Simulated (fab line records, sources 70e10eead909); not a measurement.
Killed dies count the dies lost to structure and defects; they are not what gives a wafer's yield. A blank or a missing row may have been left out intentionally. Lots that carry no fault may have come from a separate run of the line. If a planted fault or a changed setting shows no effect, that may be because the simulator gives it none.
Matching of chambers	flow nand_harc	4 sister chambers for NHARC_P_CONTACT_ALD_22 on ald_metal-01
The step deposits TiN, target thk 3 nm, pulse time 1 s, ald cycles 150. 32 wafers are shown with their chamber, then 12 later ones without.

== WAFERS WITH THEIR CHAMBER ==
wafer	chamber	heater_power_w (W)	precursor_pulse_height_rel
L074.2	1	1009	0.968
L074.5	1	989	1.029
L074.6	0	1078	0.998
L079.1	0	1049	0.981
L079.2	1	1004	1.011
L079.4	3	1198	0.997
L080.1	3	1177	1.017
L080.2	2	1012	1.035
L080.4	0	1071	0.995
L082.4	0	1059	0.946
L082.5	0	1070	0.999
L082.6	1	1002	0.996
L082.1	1	988	0.987
L082.2	3	1192	1.010
L082.3	2	1012	1.022
L086.2	3	1178	1.002
L086.3	2	1015	1.015
L086.5	1	998	0.985
L085.1	0	1056	1.018
L085.2	2	1004	1.025
L085.3	1	1001	1.005
L085.4	3	1176	1.011
L085.5	1	1023	0.989
L085.6	2	998	1.005
L087.3	2	1006	1.024
L087.4	3	1210	0.991
L087.5	1	1031	1.025
L089.2	3	1193	1.025
L089.3	0	1048	1.066
L089.5	1	1014	1.017
L092.1	1	1006	1.010
L092.5	2	1002	1.020

SIGNATURES, as means of the wafers listed above
reading	chamber 0	chamber 1	chamber 2	chamber 3	scatter within a chamber
heater_power_w	1061.57	1005.91	1007.00	1189.14	11.5
precursor_pulse_height_rel	1.00043	1.00200	1.02086	1.00757	0.0214
Rule: for each reading, subtract the chamber's mean from the wafer's reading, divide by that reading's scatter and square the result; add these up over the readings and take the root, which gives the wafer's distance from the chamber. The wafer belongs to the nearest chamber; if the next one is less than 2 further off, it can't be placed. The scatter: take each reading less its chamber's mean, square it, sum over the shown wafers, divide by the number of wafers less the number of chambers, and take the root.

== WAFERS WITHOUT THEIR CHAMBER ==
wafer	heater_power_w (W)	precursor_pulse_height_rel
L092.6	1194	0.995
L094.3	1202	0.984
L094.4	1026	1.015
L094.5	1030	1.031
L095.2	999	0.983
L095.5	1185	1.034
L095.3	1035	0.972
L095.4	1079	0.981
L095.6	1036	1.006
L097.2	1027	1.016
L097.3	1052	0.967
L097.6	1221	1.016

== CHAMBER TAKEN BY EACH ==
wafer	from the rows above	in truth
L092.6	3	3
L094.3	3	3
L094.4	can't be placed: 2 or 1 or 0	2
L094.5	can't be placed: 2 or 1 or 0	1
L095.2	can't be placed: 1 or 2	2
L095.5	3	3
L095.3	can't be placed: 0 or 1 or 2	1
L095.4	0	0
L095.6	can't be placed: 0 or 2 or 1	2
L097.2	can't be placed: 2 or 1 or 0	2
L097.3	0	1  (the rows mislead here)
L097.6	3	3
5 of 12 placed correctly. These rows do not allow placing 6 (true chamber among the candidates in 6). Number placed wrongly: 1.
